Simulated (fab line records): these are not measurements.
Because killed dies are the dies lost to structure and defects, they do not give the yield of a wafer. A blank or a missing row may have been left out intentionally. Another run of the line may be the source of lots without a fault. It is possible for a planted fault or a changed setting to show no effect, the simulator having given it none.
Split-lot trial || flow n5Finfet || route with 1938 steps; 7 lots, 21 wafers read

ABOUT THE SPLIT
At N5_BEOL_M4_COAT_67 (time 60 s, resist thk 60 nm), the setting spinRpm was moved away from the recipe's 1500 rpm on 5 of the 21 wafers read, by -8.0% to +9.3%. For the rest of the wafers, this setting stayed at what the recipe calls for.

FROM THE SPLIT TO THE READING: what the file shows between them, 7 steps
- N5_BEOL_M4_COAT_68: time 60 s, resist thk 12 nm
- N5_BEOL_M4_COAT_76: time 60 s, resist thk 5 nm
- N5_BEOL_M4_ALD_98: deposits SiO2, target thk 2.5 nm, pulse time 1 s, co reactant pulse time 1 s
- N5_BEOL_M4_ETCHBACK_99: etches SiO2 in CHF3, target depth 5 nm, time 10.4 s
- N5_BEOL_M4_ETCH_70: etches SOC in N2/H2, target depth 80 nm, overetch 24 nm, time 130 s
- N5_BEOL_M4_STRIP_71: strips in N2/H2
- N5_BEOL_M4_STRIP_78: strips in N2/H2

THE READING
SOC_of_BEOL_M4_COAT_67.thkNm (the simulator's own value, which no gauge read), in nm, at N5_BEOL_M4_VIA_ETCH_34 (etches the open film in C4F6/O2, target depth 69.4 nm, time 65.9 s). There is no usual value for it anywhere in the file. Here, 16 wafers ran the recipe; their average is 51.8 nm with a standard deviation of 0.22 nm.

{"wafer": "L074.2", "tool, chamber at the split": "lithoTrack-03, 0", "spinRpm as run, rpm": 1380, "against the recipe": "-8.0%", "SOC_of_BEOL_M4_COAT_67.thkNm, nm": 54.6, "against lot-mates on the recipe": "no lot-mate on the recipe"}
{"wafer": "L074.5", "tool, chamber at the split": "lithoTrack-03, 0", "spinRpm as run, rpm": 1380, "against the recipe": "-8.0%", "SOC_of_BEOL_M4_COAT_67.thkNm, nm": 54.4, "against lot-mates on the recipe": "no lot-mate on the recipe"}
{"wafer": "L074.6", "tool, chamber at the split": "lithoTrack-03, 0", "spinRpm as run, rpm": 1380, "against the recipe": "-8.0%", "SOC_of_BEOL_M4_COAT_67.thkNm, nm": 54.8, "against lot-mates on the recipe": "no lot-mate on the recipe"}
{"wafer": "L082.1", "tool, chamber at the split": "lithoTrack-03, 0", "spinRpm as run, rpm": 1500, "against the recipe": "recipe", "SOC_of_BEOL_M4_COAT_67.thkNm, nm": 51.6, "against lot-mates on the recipe": "-"}
{"wafer": "L082.3", "tool, chamber at the split": "lithoTrack-03, 0", "spinRpm as run, rpm": 1500, "against the recipe": "recipe", "SOC_of_BEOL_M4_COAT_67.thkNm, nm": 52, "against lot-mates on the recipe": "-"}
{"wafer": "L082.5", "tool, chamber at the split": "lithoTrack-03, 0", "spinRpm as run, rpm": 1500, "against the recipe": "recipe", "SOC_of_BEOL_M4_COAT_67.thkNm, nm": 52, "against lot-mates on the recipe": "-"}
{"wafer": "L089.2", "tool, chamber at the split": "lithoTrack-04, 0", "spinRpm as run, rpm": 1500, "against the recipe": "recipe", "SOC_of_BEOL_M4_COAT_67.thkNm, nm": 51.6, "against lot-mates on the recipe": "-"}
{"wafer": "L089.5", "tool, chamber at the split": "lithoTrack-04, 0", "spinRpm as run, rpm": 1500, "against the recipe": "recipe", "SOC_of_BEOL_M4_COAT_67.thkNm, nm": 51.6, "against lot-mates on the recipe": "-"}
{"wafer": "L089.3", "tool, chamber at the split": "lithoTrack-04, 0", "spinRpm as run, rpm": 1500, "against the recipe": "recipe", "SOC_of_BEOL_M4_COAT_67.thkNm, nm": 52.2, "against lot-mates on the recipe": "-"}
{"wafer": "L090.3", "tool, chamber at the split": "lithoTrack-03, 0", "spinRpm as run, rpm": 1500, "against the recipe": "recipe", "SOC_of_BEOL_M4_COAT_67.thkNm, nm": 51.6, "against lot-mates on the recipe": "-"}
{"wafer": "L090.5", "tool, chamber at the split": "lithoTrack-03, 0", "spinRpm as run, rpm": 1608, "against the recipe": "+7.2%", "SOC_of_BEOL_M4_COAT_67.thkNm, nm": 49.4, "against lot-mates on the recipe": -2.3}
{"wafer": "L090.6", "tool, chamber at the split": "lithoTrack-03, 0", "spinRpm as run, rpm": 1500, "against the recipe": "recipe", "SOC_of_BEOL_M4_COAT_67.thkNm, nm": 51.8, "against lot-mates on the recipe": "-"}
{"wafer": "L093.1", "tool, chamber at the split": "lithoTrack-03, 0", "spinRpm as run, rpm": 1500, "against the recipe": "recipe", "SOC_of_BEOL_M4_COAT_67.thkNm, nm": 51.8, "against lot-mates on the recipe": "-"}
{"wafer": "L093.6", "tool, chamber at the split": "lithoTrack-03, 0", "spinRpm as run, rpm": 1500, "against the recipe": "recipe", "SOC_of_BEOL_M4_COAT_67.thkNm, nm": 51.8, "against lot-mates on the recipe": "-"}
{"wafer": "L093.4", "tool, chamber at the split": "lithoTrack-03, 0", "spinRpm as run, rpm": 1500, "against the recipe": "recipe", "SOC_of_BEOL_M4_COAT_67.thkNm, nm": 51.6, "against lot-mates on the recipe": "-"}
{"wafer": "L094.1", "tool, chamber at the split": "lithoTrack-02, 0", "spinRpm as run, rpm": 1500, "against the recipe": "recipe", "SOC_of_BEOL_M4_COAT_67.thkNm, nm": 51.6, "against lot-mates on the recipe": "-"}
{"wafer": "L094.3", "tool, chamber at the split": "lithoTrack-02, 0", "spinRpm as run, rpm": 1500, "against the recipe": "recipe", "SOC_of_BEOL_M4_COAT_67.thkNm, nm": 52.2, "against lot-mates on the recipe": "-"}
{"wafer": "L094.4", "tool, chamber at the split": "lithoTrack-02, 0", "spinRpm as run, rpm": 1640, "against the recipe": "+9.3%", "SOC_of_BEOL_M4_COAT_67.thkNm, nm": 49.2, "against lot-mates on the recipe": -2.7}
{"wafer": "L097.1", "tool, chamber at the split": "lithoTrack-03, 0", "spinRpm as run, rpm": 1500, "against the recipe": "recipe", "SOC_of_BEOL_M4_COAT_67.thkNm, nm": 51.6, "against lot-mates on the recipe": "-"}
{"wafer": "L097.3", "tool, chamber at the split": "lithoTrack-03, 0", "spinRpm as run, rpm": 1500, "against the recipe": "recipe", "SOC_of_BEOL_M4_COAT_67.thkNm, nm": 51.6, "against lot-mates on the recipe": "-"}
{"wafer": "L097.4", "tool, chamber at the split": "lithoTrack-03, 0", "spinRpm as run, rpm": 1500, "against the recipe": "recipe", "SOC_of_BEOL_M4_COAT_67.thkNm, nm": 52, "against lot-mates on the recipe": "-"}

THE FIT
A straight line over all 21 wafers: SOC_of_BEOL_M4_COAT_67.thkNm changes by -0.328 nm for each +1% of spinRpm; r = -0.98; the points scatter about the line by 0.24 nm.
The same after taking each lot's own level away (the mean of its wafers on the recipe; 18 wafers): -0.3 nm for each +1%; r = -0.97; scatter 0.21 nm.
On that fit, the largest move of spinRpm shifts the reading by 2.8 nm.
From 51.70 to 51.90 nm: that is the span of the lots' own levels, equal to 0.9 times the standard deviation above.
Consequently the slope shifts little with the lot-to-lot level, the two slopes agreeing.
Check: for one of the wafers moved furthest among these (+9.3%), held out of the fit, the line's prediction against its lot-mates is -2.98 nm. It came out at -2.7 nm against them.

ADDITIONAL SPLITS CARRIED BY THESE WAFERS
Other splits were also applied to these wafers ahead of the reading. Each is held against what the fit with the lots' levels taken away leaves over:
{"other split on the same wafers": "N5_BEOL_M0_CUTY_ETCH_63 sourceW", "wafers away from the commonest value": 7, "r with SOC_of_BEOL_M4_COAT_67.thkNm (lot level and that fit taken away)": -0.25}
{"other split on the same wafers": "N5_BEOL_M4_DESCUM_16 timeS", "wafers away from the commonest value": 4, "r with SOC_of_BEOL_M4_COAT_67.thkNm (lot level and that fit taken away)": -0.05}

THE WHOLE CHAIN: every reading that the file lists as answering this split, in the file's order
{"step": "N5_BEOL_M4_COAT_67", "what it does": "time 60 s, resist thk 60 nm", "reading": "SOC_of_BEOL_M4_COAT_67.thkNm (the simulator's own value, which no gauge read)", "change (the file's fit)": "-0.253 nm for each +1% of the setting", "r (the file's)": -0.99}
{"step": "N5_BEOL_M4_ETCH_70", "what it does": "etches SOC in N2/H2, target depth 80 nm, overetch 24 nm, time 130 s", "reading": "etch.depthNm (the simulator's own value, which no gauge read)", "change (the file's fit)": "-0.265 nm for each +1% of the setting", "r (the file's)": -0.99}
{"step": "N5_BEOL_M4_VIA_ETCH_34", "what it does": "etches the open film in C4F6/O2, target depth 69.4 nm, time 65.9 s", "reading": "SOC_of_BEOL_M4_COAT_67.thkNm (the simulator's own value, which no gauge read)", "change (the file's fit)": "-0.301 nm for each +1% of the setting", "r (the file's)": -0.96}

THE FILE'S OWN FIT
SOC_of_BEOL_M4_COAT_67.thkNm changes by -0.301 nm for each +1% of spinRpm, r = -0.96.
